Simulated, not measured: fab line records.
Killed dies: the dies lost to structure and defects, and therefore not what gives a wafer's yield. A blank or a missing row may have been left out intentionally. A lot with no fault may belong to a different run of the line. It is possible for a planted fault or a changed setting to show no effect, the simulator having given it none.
Chamber matching / flow n5Finfet / N5_FIN_CUT_CUT_ETCH_15 on rieSi-04: 4 sister chambers
The step etches Si in HBr/Cl2/O2, target depth 100 nm, bt time 10 s, time 42.4 s. 7 wafers are shown with their chamber, then 8 later ones without.

== EACH WAFER AND ITS CHAMBER ==
wafer=L089.5; chamber=0; throttleValvePct (%)=37.19; drypumpMotorCurrentA (A)=5.0
wafer=L092.5; chamber=1; throttleValvePct (%)=37.07; drypumpMotorCurrentA (A)=5.3
wafer=L092.6; chamber=2; throttleValvePct (%)=37.80; drypumpMotorCurrentA (A)=5.5
wafer=L094.2; chamber=0; throttleValvePct (%)=37.16; drypumpMotorCurrentA (A)=5.0
wafer=L094.4; chamber=2; throttleValvePct (%)=37.80; drypumpMotorCurrentA (A)=5.5
wafer=L094.6; chamber=3; throttleValvePct (%)=36.92; drypumpMotorCurrentA (A)=6.0
wafer=L095.1; chamber=1; throttleValvePct (%)=37.09; drypumpMotorCurrentA (A)=5.4

== WAFERS WITH NO CHAMBER GIVEN ==
wafer=L095.4; throttleValvePct (%)=37.79; drypumpMotorCurrentA (A)=5.5
wafer=L095.5; throttleValvePct (%)=37.08; drypumpMotorCurrentA (A)=5.4
wafer=L096.2; throttleValvePct (%)=37.17; drypumpMotorCurrentA (A)=5.0
wafer=L096.4; throttleValvePct (%)=37.79; drypumpMotorCurrentA (A)=5.5
wafer=L096.6; throttleValvePct (%)=36.91; drypumpMotorCurrentA (A)=6.0
wafer=L097.4; throttleValvePct (%)=37.78; drypumpMotorCurrentA (A)=5.5
wafer=L097.5; throttleValvePct (%)=36.92; drypumpMotorCurrentA (A)=6.0
wafer=L097.6; throttleValvePct (%)=37.17; drypumpMotorCurrentA (A)=5.0

== WHICH CHAMBER EACH WENT THROUGH ==
wafer=L095.4; from the rows above=2; in truth=2
wafer=L095.5; from the rows above=1; in truth=1
wafer=L096.2; from the rows above=0; in truth=0
wafer=L096.4; from the rows above=2; in truth=2
wafer=L096.6; from the rows above=3; in truth=3
wafer=L097.4; from the rows above=2; in truth=2
wafer=L097.5; from the rows above=3; in truth=3
wafer=L097.6; from the rows above=0; in truth=0
Correct placement for 8 of the 8. From these rows, 0 cannot be placed. 0 placed wrongly.
How it was worked out, from the rows above alone: a wafer's distance from a chamber is the root of the sum, over the readings, of the square of ((its reading less the chamber's mean) divided by the reading's scatter). If the next closest chamber is less than 2 further off than the closest, the wafer can't be placed; otherwise it belongs to the closest. The mean given for a chamber averages the wafers shown for that chamber. How the scatter is found: for the shown wafers, subtract from each reading the mean of its chamber, square and add these, divide the total by (wafers less chambers), then take the root.
